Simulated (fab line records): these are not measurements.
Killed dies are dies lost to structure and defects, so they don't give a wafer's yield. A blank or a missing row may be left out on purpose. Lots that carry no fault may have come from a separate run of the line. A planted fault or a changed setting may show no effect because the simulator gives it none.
Which tool did it? -- flow n5Finfet -- 9 lots with 27 wafers sampled at 5 steps, on a route of 1938 steps

## WHAT THE GAUGES SHOWED, per wafer
N5_BEOL_M2_INSPECT_13: inspects for defects (brightfield). Usual: rawDefectCount at 411, with a standard deviation of 110.
lot,measured,on,rawDefectCount,flag
L112,day 7 00:53,defectInspect-02,469 634 348,
L114,day 7 13:11,defectInspect-02,497 542 360,
L116,day 8 13:05,defectInspect-02,326 373 292,
L115,day 8 13:10,defectInspect-01,353 383 408,
L120,day 9 09:23,defectInspect-02,443 623 365,
L121,day 9 22:20,defectInspect-02,617 376 485,
L130,day 11 17:01,defectInspect-02,429 400 317,
L128,day 12 04:57,defectInspect-01,386 441 308,
L131,day 12 09:59,defectInspect-02,357 516 542,

N5_BEOL_M4_RC_MEAS_101. Usual: DIBL_N 36.2 mV/V, standard deviation 1.6; DIBL_P 36.1 mV/V, standard deviation 2; IOFF_N 0.16 nA/um, standard deviation 0.032; IOFF_P 0.22 nA/um, standard deviation 0.036; ION_N 672 uA/um, standard deviation 11; ION_P 463 uA/um, standard deviation 7.5; SS_N 71.4 mV/dec, standard deviation 0.58; SS_P 73.2 mV/dec, standard deviation 0.67; VT_N 250 mV, standard deviation 3.3; VT_P -250 mV, standard deviation 3.3.
lot,measured,on,DIBL_N (mV/V),DIBL_P (mV/V),IOFF_N (nA/um),IOFF_P (nA/um),ION_N (uA/um),ION_P (uA/um),SS_N (mV/dec),SS_P (mV/dec),VT_N (mV),VT_P (mV),flag
L112,day 8 13:38,prober-02,36.3 37.3 37.1,35.6 37.0 36.1,0.16 0.18 0.16,0.23 0.25 0.22,683 680 680,474 465 472,71.8 71.7 71.6,73.3 73.5 73.8,247 247 248,-250 -246 -250,
L114,day 9 08:32,prober-01,37.3 36.5 34.3,36.4 34.5 33.2,0.17 0.17 0.13,0.23 0.20 0.18,673 678 668,467 459 457,71.5 71.8 70.1,73.2 72.7 72.1,250 247 249,-247 -249 -250,
L116,day 9 21:27,prober-02,34.3 33.2 35.8,33.8 33.0 37.2,0.13 0.12 0.16,0.17 0.15 0.22,659 648 670,452 440 458,71.4 70.8 71.2,72.2 72.7 73.9,255 257 249,-256 -258 -252,
L115,day 10 01:50,prober-02,36.2 35.3 37.4,36.8 34.3 39.0,0.15 0.12 0.18,0.20 0.17 0.23,654 665 671,455 461 458,72.1 71.8 71.7,73.0 72.3 74.2,252 255 248,-251 -253 -250,
L120,day 10 22:03,prober-01,35.3 36.7 36.0,35.8 37.5 36.4,0.15 0.18 0.15,0.24 0.27 0.24,675 681 677,474 474 471,71.6 72.1 71.7,72.6 73.8 73.5,250 247 250,-246 -243 -247,
L121,day 11 06:59,prober-02,33.7 35.4 36.2,33.0 35.0 35.8,0.12 0.15 0.18,0.19 0.23 0.23,657 681 686,461 468 474,70.5 71.2 71.4,72.0 72.8 73.0,252 250 247,-246 -245 -244,
L130,day 13 06:59,prober-02,33.0 38.4 35.4,30.8 38.8 34.2,0.11 0.20 0.13,0.15 0.27 0.19,649 676 670,449 463 463,71.1 71.9 71.2,72.6 74.0 72.6,257 248 251,-254 -244 -249,
L128,day 14 05:20,prober-02,35.7 35.1 36.1,34.4 34.1 35.5,0.15 0.15 0.16,0.18 0.17 0.19,675 665 679,458 449 455,71.3 71.9 71.9,73.4 73.3 73.0,250 252 249,-255 -251 -251,
L131,day 14 11:01,prober-02,33.9 35.4 34.7,34.4 37.0 36.1,0.12 0.14 0.13,0.17 0.20 0.19,661 679 669,464 466 466,70.6 70.3 70.5,71.7 72.9 72.2,254 253 254,-253 -249 -252,

## EACH LOT AND THE TOOL THAT RAN IT (in order: tool; ch and the chambers of the sampled wafers; start)
lot,N5_BEOL_M2_ETCH_77,N5_BEOL_M2_ALD_98,N5_BEOL_M2_STRIP_97
L112,"rieDiel-02 ch 0,1, day 7 01:50","aldSin-01 ch 1,2,3, day 7 02:07","rieDiel-02 ch 0,1, day 8 13:38 or earlier"
L114,"rieDiel-02 ch 0,2, day 7 14:29","aldSin-02 ch 0,1,3, day 7 14:35","rieDiel-01 ch 0,1,3, day 9 08:32 or earlier"
L116,"rieDiel-01 ch 1,2, day 8 14:01","aldSin-03 ch 0,1,3, day 8 14:11","rieDiel-01 ch 2,3, day 9 21:27 or earlier"
L115,"rieDiel-01 ch 0,1, day 8 14:17","aldSin-03 ch 1,2,3, day 8 14:49","rieDiel-02 ch 1,3, day 10 01:50 or earlier"
L120,"rieDiel-06 ch 0,2,3, day 9 10:33","aldSin-03 ch 0,2, day 9 10:46","rieDiel-06 ch 0,1, day 10 22:03 or earlier"
L121,"rieDiel-01 ch 1,2, day 9 23:24","aldSin-03 ch 1,2, day 9 23:32","rieDiel-01 ch 1,2,3, day 11 06:59 or earlier"
L130,"rieDiel-02 ch 0,1,3, day 11 18:44","aldSin-02 ch 0,1,3, day 11 18:50","rieDiel-02 ch 0,1,3, day 13 06:59 or earlier"
L128,"rieDiel-01 ch 0,1,2, day 12 06:23","aldSin-01 ch 0,3, day 12 06:58","rieDiel-06 ch 0,2, day 14 05:20 or earlier"
L131,"rieDiel-06 ch 0,3, day 12 11:04","aldSin-01 ch 0,1,3, day 12 11:20","rieDiel-01 ch 1,2, day 14 11:01 or earlier"
- N5_BEOL_M2_ETCH_77: etches underlayer in N2/H2, target depth 6.5 nm, time 5.2 s.
- N5_BEOL_M2_ALD_98: deposits SiO2, target thk 2.5 nm, pulse time 1 s, co reactant pulse time 1 s.
- N5_BEOL_M2_STRIP_97: strips in N2/H2, time 10 s.

## AS READ BY THE TOOLS THEMSELVES (means over the sampled wafers that have a number; for cases with no such wafer, the mark the record gives instead)
N5_BEOL_M2_ETCH_77. Usual: drypumpMotorCurrentA 5.6 A, standard deviation 0.47; etchRfOnTimeS 5.21 s, standard deviation 0.14; oesProductAu 0.70 a.u., standard deviation 0.088; rfVppV 523 V, standard deviation 3; showerheadPlenumPTorr 2.52 Torr, standard deviation 0.099; throttleValvePct 17.78 %, standard deviation 0.21.
lot,tool,drypumpMotorCurrentA (A),etchRfOnTimeS (s),oesProductAu (a.u.),rfVppV (V),showerheadPlenumPTorr (Torr),throttleValvePct (%),flag
L112,rieDiel-02,5.5,5.28,0.61,521,2.42,17.96,
L114,rieDiel-02,5.5,5.11,0.70,524,2.53,17.91,
L116,rieDiel-01,5.7,5.12,0.84,523,2.49,17.52,
L115,rieDiel-01,6.5,5.23,0.75,524,2.51,17.82,
L120,rieDiel-06,5.4,5.13,0.77,524,2.60,17.76,
L121,rieDiel-01,5.7,5.17,0.80,522,2.49,17.55,
L130,rieDiel-02,5.8,5.30,0.66,523,2.51,17.82,
L128,rieDiel-01,5.9,5.27,0.72,524,2.50,17.71,
L131,rieDiel-06,5.4,5.06,0.76,523,2.56,17.62,

N5_BEOL_M2_ALD_98. Usual: heaterPowerOuterW 39.4 W, standard deviation 2.9; heaterPowerW 77 W, standard deviation 5; precursorPulseHeightRel 1.002, standard deviation 0.021; susceptorTempC 100.02 C, standard deviation 0.13.
lot,tool,heaterPowerOuterW (W),heaterPowerW (W),precursorPulseHeightRel,susceptorTempC (C),flag
L112,aldSin-01,38.1,76,1.019,100.06,
L114,aldSin-02,41.3,79,1.008,100.00,
L116,aldSin-03,38.1,77,0.993,100.02,
L115,aldSin-03,40.3,77,0.989,100.11,
L120,aldSin-03,39.4,72,1.002,96.97,OFF
L121,aldSin-03,37.5,74,1.011,96.88,OFF
L130,aldSin-02,41.6,81,1.004,100.15,
L128,aldSin-01,36.8,72,0.997,99.93,
L131,aldSin-01,38.0,75,0.981,100.01,

N5_BEOL_M2_STRIP_97. Usual: biasPowerW 6.997 W, standard deviation 0.019; drypumpMotorCurrentA 5.7 A, standard deviation 0.52; oesProductAu 0.83 a.u., standard deviation 0.11; rfVppV 59.0 V, standard deviation 0.8; showerheadPlenumPTorr 2.51 Torr, standard deviation 0.097; throttleValvePct 23.58 %, standard deviation 0.21.
lot,tool,biasPowerW (W),drypumpMotorCurrentA (A),oesProductAu (a.u.),rfVppV (V),showerheadPlenumPTorr (Torr),throttleValvePct (%),flag
L112,rieDiel-02,6.980,5.5,0.72,59.2,2.41,23.75,
L114,rieDiel-01,7.010,6.3,0.90,58.8,2.51,23.56,
L116,rieDiel-01,7.006,5.4,0.96,59.5,2.49,23.29,
L115,rieDiel-02,6.981,5.8,0.68,58.4,2.40,23.61,
L120,rieDiel-06,6.994,5.3,0.90,59.6,2.65,23.58,
L121,rieDiel-01,6.991,6.0,0.92,59.5,2.49,23.46,
L130,rieDiel-02,6.999,5.9,0.77,58.3,2.51,23.66,
L128,rieDiel-06,6.996,5.5,0.85,59.5,2.61,23.74,
L131,rieDiel-01,6.989,6.2,0.88,59.0,2.47,23.55,

## THE ANSWER, worked out from the rows above alone
Rule: a lot is off if the mean of its wafers that have a number lies more than 3 standard deviations from the usual mean. A lot without any number at a reading at which 4 lots or more have one is off too. Where the step has rows for the other lots, those lots are counted as sound. First the gauges in route order, then the tools' own readings, where a lot's mean is used as printed above. The first step at which some lot is off is used, and at that step the reading that is off furthest; a lot without a number counts as furthest.
Off, at N5_BEOL_M2_ALD_98 on susceptorTempC: L120, L121.
A tool fits if, at that step or a process step before it, it ran every lot that is off, and no sound lot after the first of them. One fits: aldSin-03 at N5_BEOL_M2_ALD_98. A fault onset in the window from L115 (day 8 14:49, its last sound lot) to L120 (day 9 10:46, its first lot off) fits.
On the lots that are off, the tool's own readings at N5_BEOL_M2_ALD_98 differ by more than 5 times the standard deviation of the sound lots' means, which bears it out; susceptorTempC reads 96.92 C there versus 100.04 C on the sound lots.

## WHAT THE SIMULATOR PUT IN
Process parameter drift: aldSin-03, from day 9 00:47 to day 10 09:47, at N5_BEOL_M2_ALD_98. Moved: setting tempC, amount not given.
Shown lots that were struck: L120, L121. This agrees with what the rule above found.
